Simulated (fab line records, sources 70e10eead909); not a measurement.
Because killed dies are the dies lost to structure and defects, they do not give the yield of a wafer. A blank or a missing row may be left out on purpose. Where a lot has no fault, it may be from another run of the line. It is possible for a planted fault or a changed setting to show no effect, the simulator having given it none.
fab line records	flow nandHarc
record lots=11	wafers=33	lastDay=24
route steps=1159 shown A_CONTACT@956 A_BLC@972 END@1159
lots untouched by any fault: they come from a run of this same line in which no faults occurred
startH: hours from the record's first day to the start of the lot's first wafer shown	waitH: hours elapsed since this lot's preceding step	" same as the row above	L1.1+2: several wafers, shown together as one row	- either no value or no given start	* or withheld: withheld	< > ~ a bound
route shown NAME@n: a module of which the file shows steps, and the number in the route of the first	usual: average and standard deviation across the fault-free wafers	same: alike in all rows	chamber/n: place in a boat	sites: each site's reading	_std_site: their standard deviation	_edge_site: outer sites' mean less inner sites'	radiusMm: how far each site lies from the wafer's centre	mask NAME#n: copy n	behind: the tool/chamber that last shaped the wafer	hold: why the lot was held/for how many hours/how that ended	device: whichever transistor did not switch (one of n, p or np)	end of line: the tests these same wafers got at the end of their route	for a step that has no rows: nothing shown but its recipe	killed: dies lost to structure and defects at the first sort, not the wafer's yield	map: per-die view of a wafer (x killed, . not killed, _ where there is no die)
set.NAME: the setting the step ran with; set.NAME@STEP: the setting that earlier step ran with	model.NAME: the simulator's own value behind a step, which no gauge read
one table for each step of the route and one row for each wafer, over a sample of lots
services: the hour from which a tool's chamber was out of use, counted from the record's first day as startH (under 0 if before that day), plus the number of hours and why
## steps
# step NHARC_A_CONTACT_STRIP_26
# recipe o2FlowSccm=500	arFlowSccm=0	biasW=0	chemistry=O2
# usual drypumpMotorCurrentA=5.6/0.56	oesProductAu=0.995/0.015	rfVppV=57.8/0.81	showerheadPlenumPTorr=3.56/0.11	throttleValvePct=17.036/0.0097
lot.wafer	tool	chamber	startH	waitH	drypumpMotorCurrentA	oesProductAu	rfHoursCounterH	rfVppV	showerheadPlenumPTorr	throttleValvePct
L365.1	rieDiel-04	3	-	-	5.5	1.009	12	58.2	3.69	17.038
L365.5	"	2	"	"	5.8	1.013	-	56.8	3.62	17.039
L365.6	"	3	"	"	5.4	1.020	-	58.0	3.69	17.035
L367.4	rieDiel-04	1	-	-	5.1	0.970	15	57.7	3.50	17.053
L367.6	"	0	"	"	6.0	1.005	-	58.2	3.48	17.044
L367.5	"	1	"	"	5.1	0.963	-	57.7	3.50	17.042
L366.1	rieDiel-05	0	-	-	6.3	0.985	21	57.4	3.45	17.044
L366.3	"	1	"	"	5.3	0.973	17	57.0	3.76	17.028
L366.6	"	3	"	"	6.3	0.990	-	56.8	3.43	17.033
L369.1	rieDiel-04	0	-	-	6.0	1.011	17	58.6	3.48	17.038
L369.5	"	0	"	"	6.0	1.016	-	57.5	3.48	17.041
L369.6	"	1	"	"	5.0	0.991	-	56.1	3.50	17.033
L373.4	rieDiel-05	0	-	-	6.3	0.973	31	57.1	3.45	17.039
L373.1	"	2	"	"	6.3	1.011	27	58.4	3.58	17.035
L373.6	"	0	"	"	6.3	0.976	-	58.1	3.45	17.017
L371.3	rieDiel-04	2	-	-	5.8	1.006	23	58.2	3.61	17.035
L371.1	"	3	"	"	5.4	1.022	24	56.9	3.69	17.054
L371.5	"	1	"	"	5.1	0.974	-	55.4	3.50	17.030
L380.4	rieDiel-07	2	-	-	6.6	0.978	23	56.0	3.45	17.037
L380.1	"	3	"	"	5.1	0.986	22	58.2	3.53	17.053
L380.6	"	1	"	"	4.9	0.985	-	58.0	3.55	17.030
L376.3	rieDiel-07	0	-	-	5.1	0.987	26	58.3	3.76	17.039
L376.1	"	1	"	"	4.9	0.984	28	59.0	3.55	17.034
L376.2	"	3	"	"	5.1	0.989	24	57.4	3.52	17.043
L384.4	rieDiel-04	1	-	-	5.1	0.988	4	58.0	3.49	17.039
L384.3	"	3	"	"	5.4	0.985	4	58.8	3.68	17.038
L384.2	"	0	"	"	6.0	1.001	4	58.0	3.47	17.038
L386.3	rieDiel-04	2	-	-	5.8	1.025	6	57.9	3.61	17.035
L386.1	"	0	"	"	6.0	1.016	6	56.8	3.47	17.041
L386.6	"	2	"	"	5.8	1.030	-	58.3	3.61	17.033
L387.1	rieDiel-04	3	-	-	5.4	1.009	9	57.7	3.68	17.036
L387.2	"	0	"	"	6.0	1.018	8	56.3	3.47	17.027
L387.6	"	1	"	"	5.1	0.992	-	57.9	3.49	17.042
# step NHARC_A_BLC_PEB_08
# recipe pebTempC=100	pebTimeS=65
lot.wafer	tool	chamber	startH	waitH
L365.1+5+6	lithoTrack-04	0	379.13	0.1
L367.4+5+6	lithoTrack-04	0	400.65	0.0
L366.1+3+6	lithoTrack-01	0	402.03	0.1
L369.1+5+6	lithoTrack-06	0	409.12	0.1
L373.1+4+6	lithoTrack-04	0	431.24	0.1
L371.1+3+5	lithoTrack-01	0	451.70	0.1
L380.1+4+6	lithoTrack-04	0	476.11	0.1
L376.1+2+3	lithoTrack-04	0	485.24	0.1
L384.2+3+4	lithoTrack-06	0	504.71	0.1
L386.1+3+6	lithoTrack-06	0	515.77	0.1
L387.1+2+6	lithoTrack-01	0	523.80	0.1
# step NHARC_A_BLC_CD_MEAS_10
# recipe targetCdNm=100	landingEnergyEv=500
# usual cdNm=100.2/0.86
lot.wafer	tool	chamber	startH	waitH	cdNm
L365.1	cdSem-02	0	379.21	-	100.1
L365.5	"	0	"	"	102.2
L365.6	"	0	"	"	100.6
L367.4	cdSem-01	0	400.73	-	100.8
L367.5	"	0	"	"	101.2
L367.6	"	0	"	"	100.3
L366.1	cdSem-02	0	402.11	-	99.1
L366.3	"	0	"	"	98.8
L366.6	"	0	"	"	99.5
L369.1	cdSem-02	0	409.20	-	99.2
L369.5	"	0	"	"	99.7
L369.6	"	0	"	"	99.2
L373.1	cdSem-01	0	431.32	-	99.3
L373.4	"	0	"	"	101.1
L373.6	"	0	"	"	100.1
L371.1	cdSem-03	0	451.78	-	98.4
L371.3	"	0	"	"	98.4
L371.5	"	0	"	"	99.6
L380.1	cdSem-03	0	476.19	-	115.5
L380.4	"	0	"	"	114.0
L380.6	"	0	"	"	115.8
L376.1	cdSem-03	0	485.32	-	114.8
L376.2	"	0	"	"	115.2
L376.3	"	0	"	"	113.7
L384.2	cdSem-02	0	504.79	-	100.0
L384.3	"	0	"	"	100.1
L384.4	"	0	"	"	98.7
L386.1	cdSem-01	0	515.85	-	101.4
L386.3	"	0	"	"	100.2
L386.6	"	0	"	"	101.1
L387.1	cdSem-02	0	523.88	-	99.7
L387.2	"	0	"	"	98.6
L387.6	"	0	"	"	99.7
# step NHARC_A_BLC_ETCH_16
# recipe targetDepthA=390	overEtchFrac=0.3	timeS=65	ionEnergyEv=80	cf4FlowSccm=150	arFlowSccm=0	rfW=300	biasW=100	chemistry=CF4
# usual drypumpMotorCurrentA=5.6/0.58	oesProductAu=0.995/0.012	rfFwdPowerW=297.9/0.96	rfVppV=151.2/1.4	showerheadPlenumPTorr=1.77/0.072	throttleValvePct=13.285/0.0087
lot.wafer	tool	chamber	startH	waitH	drypumpMotorCurrentA	oesProductAu	rfFwdPowerW	rfHoursCounterH	rfVppV	showerheadPlenumPTorr	throttleValvePct
L365.1	rieDiel-01	2	379.51	0.1	4.9	1.001	299.2	5	152.8	1.83	13.274
L365.6	"	0	"	"	5.1	1.007	297.3	-	149.2	1.66	13.290
L365.5	"	1	"	"	5.5	0.990	297.6	-	151.3	1.73	13.279
L367.4	rieDiel-11	1	401.01	0.1	5.3	0.996	297.6	3	150.3	1.72	13.273
L367.5	"	2	"	"	4.9	0.968	297.9	-	151.6	1.82	13.281
L367.6	"	3	"	"	5.8	1.006	297.8	-	150.3	1.84	13.287
L366.1	rieDiel-11	1	402.40	0.1	5.3	1.000	299.3	3	149.5	1.71	13.265
L366.3	"	2	"	"	4.9	0.977	298.6	3	151.9	1.82	13.276
L366.6	"	3	"	"	5.8	1.004	298.5	-	152.3	1.84	13.299
L369.1	rieDiel-11	3	409.51	0.1	5.8	1.011	299.0	4	152.8	1.84	13.273
L369.5	"	1	"	"	5.3	0.997	296.9	-	151.3	1.71	13.271
L369.6	"	2	"	"	4.9	0.977	299.4	-	151.0	1.82	13.291
L373.4	rieDiel-01	2	431.60	0.1	4.9	0.999	296.7	12	152.1	1.83	13.291
L373.1	"	3	"	"	6.8	0.979	296.7	11	150.2	1.69	13.289
L373.6	"	0	"	"	5.1	1.005	297.8	-	149.5	1.66	13.282
L371.1	rieDiel-01	0	452.07	0.1	5.1	0.994	296.9	15	149.8	1.66	13.287
L371.3	"	1	"	"	5.5	0.968	298.8	15	150.2	1.73	13.282
L371.5	"	3	"	"	6.7	0.978	296.1	-	149.7	1.69	13.287
L380.1	rieDiel-11	2	476.46	0.1	4.9	0.999	298.7	10	153.6	1.82	13.280
L380.4	"	1	"	"	5.3	1.001	298.3	10	151.6	1.71	13.291
L380.6	"	3	"	"	5.8	1.014	296.7	-	152.2	1.84	13.292
L376.1	rieDiel-01	0	485.59	0.1	5.1	1.001	299.7	17	149.6	1.66	13.291
L376.3	"	1	"	"	5.5	0.987	298.3	18	151.0	1.73	13.282
L376.2	"	3	"	"	6.8	0.983	297.4	16	150.2	1.69	13.283
L384.4	rieDiel-13	2	505.10	0.1	5.8	0.975	297.6	16	153.8	1.87	13.286
L384.2	"	0	"	"	6.3	0.990	297.3	15	153.6	1.89	13.283
L384.3	"	1	"	"	6.0	1.008	297.6	15	149.6	1.65	13.287
L386.1	rieDiel-01	1	516.14	0.1	5.5	0.994	297.6	2	150.2	1.73	13.282
L386.3	"	2	"	"	5.0	1.007	296.7	1	152.8	1.82	13.269
L386.6	"	2	"	"	4.9	1.002	297.4	-	150.7	1.82	13.302
L387.2	rieDiel-11	2	524.15	0.1	4.9	0.982	298.4	14	152.8	1.82	13.285
L387.1	"	1	"	"	5.3	0.998	298.9	14	151.5	1.71	13.304
L387.6	"	3	"	"	5.8	1.012	296.5	-	152.0	1.83	13.280
# step NHARC_A_BLC_ETCH_17
# recipe targetDepthA=3900	overEtchFrac=0.25	timeS=609.38	ionEnergyEv=200	n2FlowSccm=150	h2FlowSccm=150	arFlowSccm=0	rfW=400	biasW=150	chemistry=N2/H2
# usual drypumpMotorCurrentA=5.6/0.6	oesProductAu=0.998/0.012	rfFwdPowerW=399.7/1.3	rfVppV=430.5/2.5	showerheadPlenumPTorr=2.04/0.091	throttleValvePct=14.172/0.0084
lot.wafer	tool	chamber	startH	waitH	drypumpMotorCurrentA	oesProductAu	rfFwdPowerW	rfHoursCounterH	rfVppV	showerheadPlenumPTorr	throttleValvePct
L365.1	rieDiel-01	0	-	-	5.1	0.998	401.2	5	426.0	1.90	14.180
L365.5	"	1	"	"	5.6	0.998	399.7	-	429.8	1.99	14.170
L365.6	"	2	"	"	4.9	0.989	399.0	-	431.7	2.12	14.166
L367.4	rieDiel-11	2	-	-	4.9	0.976	399.8	3	431.7	2.10	14.175
L367.5	"	2	"	"	4.9	0.985	400.7	-	431.9	2.10	14.168
L367.6	"	3	"	"	5.8	1.018	400.6	-	433.3	2.13	14.180
L366.1	rieDiel-11	2	-	-	4.9	0.981	402.4	3	433.2	2.10	14.171
L366.3	"	0	"	"	6.3	0.985	399.7	2	432.9	2.11	14.161
L366.6	"	2	"	"	4.9	0.982	401.6	-	431.1	2.10	14.177
L369.1	rieDiel-11	3	-	-	5.8	1.017	400.9	4	433.3	2.13	14.178
L369.5	"	3	"	"	5.8	1.018	399.3	-	432.4	2.13	14.173
L369.6	"	0	"	"	6.3	0.993	398.9	-	432.8	2.11	14.178
L373.1	rieDiel-01	2	-	-	5.0	1.002	399.1	12	433.9	2.11	14.174
L373.4	"	3	"	"	6.8	0.988	401.1	11	429.6	1.94	14.161
L373.6	"	1	"	"	5.5	0.994	398.9	-	430.4	1.99	14.167
L371.3	rieDiel-01	1	-	-	5.5	0.979	397.9	15	431.1	1.99	14.182
L371.1	"	2	"	"	4.9	1.005	399.4	14	431.0	2.11	14.170
L371.5	"	3	"	"	6.8	0.987	399.0	-	427.6	1.94	14.165
L380.4	rieDiel-11	3	-	-	5.8	1.007	398.6	9	431.9	2.13	14.177
L380.1	"	1	"	"	5.3	1.001	399.5	10	428.9	1.97	14.178
L380.6	"	3	"	"	5.8	1.001	400.4	-	432.3	2.13	14.172
L376.3	rieDiel-01	3	-	-	6.7	0.992	399.7	16	426.9	1.94	14.181
L376.2	"	0	"	"	5.1	1.001	401.2	17	426.3	1.90	14.181
L376.1	"	1	"	"	5.5	0.998	400.2	18	429.8	1.99	14.168
L384.2	rieDiel-13	2	-	-	5.8	0.979	400.6	17	433.2	2.16	14.162
L384.3	"	3	"	"	5.2	1.004	400.9	17	429.0	1.98	14.191
L384.4	"	0	"	"	6.3	0.997	401.9	15	434.9	2.19	14.163
L386.3	rieDiel-01	3	-	-	6.8	0.990	400.3	2	428.0	1.93	14.183
L386.1	"	0	"	"	5.1	1.009	400.4	2	427.1	1.90	14.168
L386.6	"	0	"	"	5.1	1.017	401.4	-	426.1	1.90	14.170
L387.2	rieDiel-11	3	-	-	5.8	1.012	398.9	14	433.1	2.12	14.178
L387.1	"	0	"	"	6.3	0.987	401.5	12	431.8	2.11	14.168
L387.6	"	0	"	"	6.3	0.998	402.1	-	431.9	2.11	14.167
# step NHARC_END_SORT_01
# recipe tempC=25
# usual killedAtArray=28/10	killedAtOther=0.6/1.1	killedAtPeriphery=3.6/2.6	killedDies=32/10	killedOpen=3.3/1.8	killedShort=1.9/1.4
# same grossDies=677
lot.wafer	tool	chamber	startH	waitH	killedAtArray	killedAtOther	killedAtPeriphery	killedDies	killedOpen	killedShort
L380.1	prober-01	0	523.19	2.5	106	1	6	113	1	3
L380.4	prober-01	0	525.60	3.4	116	2	6	124	4	1
L380.6	prober-01	0	527.20	4.0	123	1	10	134	5	1
L376.1	prober-01	0	534.32	2.5	40	1	5	46	3	2
L376.2	prober-01	0	535.12	2.8	65	0	2	67	4	4
L376.3	prober-01	0	535.92	3.1	68	0	4	72	1	0
# killed by level:class
L380.1 A_BLC:areaPeb=83 A_CHANNEL_HOLE_D1:chamberFilmFlake=19 P_M0:chamberFilmFlake=4 P_STI:geometricParticle:short=1 A_ONON_D1:geometricParticle:short=1 A_CHANNEL_HOLE_D1:geometricParticle:open=1 A_CONTACT:geometricParticle:short=1 P_GATE:chamberFilmFlake=1
L380.4 A_BLC:areaPeb=87 A_CHANNEL_HOLE_D1:chamberFilmFlake=20 P_M0:chamberFilmFlake=4 A_STAIRCASE:chamberFilmFlake=3 A_CONTACT:chamberFilmFlake=2 THIN_TSV:chamberFilmFlake=2 P_GATE:geometricParticle:short=1 P_M0:geometricParticle:open=1
L380.6 A_BLC:areaPeb=101 A_CHANNEL_HOLE_D1:chamberFilmFlake=17 P_M0:chamberFilmFlake=5 P_M2:geometricParticle:open=2 A_STAIRCASE:chamberFilmFlake=2 P_GATE:geometricParticle:open=1 A_ONON_D1:geometricParticle:open=1 A_CHANNEL_HOLE_D1:geometricParticle:open=1
L376.1 A_BLC:areaPeb=29 A_CHANNEL_HOLE_D1:chamberFilmFlake=3 P_CONTACT:geometricParticle:open=2 A_CHANNEL_FILL_D1:chamberFilmFlake=2 A_STAIRCASE:chamberFilmFlake=2 A_CONTACT:chamberFilmFlake=2 P_CONTACT:geometricParticle:short=1 P_M1:geometricParticle:short=1
L376.2 A_BLC:areaPeb=48 A_CHANNEL_HOLE_D1:chamberFilmFlake=4 A_CHANNEL_HOLE_D1:geometricParticle:short=3 A_CONTACT:geometricParticle:open=2 A_SGD_CUT:chamberFilmFlake=2 A_WL_FILL:chamberFilmFlake=2 P_GATE:geometricParticle:short=1 A_WL_FILL:geometricParticle:open=1
L376.3 A_BLC:areaPeb=50 A_CHANNEL_HOLE_D1:chamberFilmFlake=8 A_STAIRCASE:chamberFilmFlake=4 A_CONTACT:chamberFilmFlake=3 P_ZERO_WELL:chamberFilmFlake=2 A_ONON_D1:geometricParticle:open=1 P_GATE:chamberFilmFlake=1 P_BONDPAD:chamberFilmFlake=1
## services
tool	chamber	startH	hours	kind
rieDiel-11	-	366.50	9.0	pm
rieDiel-11	0	366.50	9.0	ventCycle
rieDiel-11	1	366.50	9.0	ventCycle
rieDiel-11	2	366.50	9.0	ventCycle
rieDiel-11	3	366.50	9.0	ventCycle
rieDiel-01	0	372.85	-	clean
rieDiel-01	1	372.85	-	clean
rieDiel-01	2	372.85	-	clean
rieDiel-01	3	372.85	-	clean
rieDiel-07	3	379.10	4.6	repair
rieDiel-05	3	379.32	4.2	repair
rieDiel-11	0	383.97	8.5	repair
rieDiel-13	3	390.10	4.1	repair
lithoTrack-01	-	443.00	7.0	pm
rieDiel-04	0	449.74	7.2	repair
rieDiel-13	-	453.08	9.0	pm
rieDiel-04	-	466.09	9.0	pm
lithoTrack-06	-	467.00	7.0	pm
rieDiel-07	-	485.60	0.7	repair
rieDiel-11	2	488.15	10.6	repair
lithoTrack-04	-	491.00	7.0	pm
rieDiel-01	-	491.85	9.0	pm
rieDiel-05	2	515.72	8.9	repair
rieDiel-05	-	517.62	9.0	pm
## key
firstSign step=NHARC_A_BLC_CD_MEAS_10	reading=cdNm	direction=up	sigmas=17	usual=100.2	struck=114.8
effect step=NHARC_END_SORT_01	reading=killedDies	direction=up	sigmas=5.9	usual=32	struck=93
moreKillsBornAt NHARC_A_BLC_PEB_08@lithoTrack-04=398
metAt NHARC_A_BLC_PEB_08
struckLots L376,L380
testerLeftOut L376,L380
notActingAt NHARC_A_CONTACT_STRIP_26,NHARC_A_BLC_ETCH_16,NHARC_A_BLC_ETCH_17
onsetBetween 431.24 476.11
fault kind=processParameterDrift	tool=lithoTrack-04	chamber=-	onsetH=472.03	steps=NHARC_A_BLC_PEB_08	channel=pebTimeS	offset=*	shape=step	endH=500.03	actsIn=*	stated=*
# testerLeftOut: of these lots the tester's yield and bins aren't shown, on N5 and GAA mostly nor the transistor test; their killed dies are dies lost to structure and defects alone, not to doping, threshold or leakage, so they don't give the yield
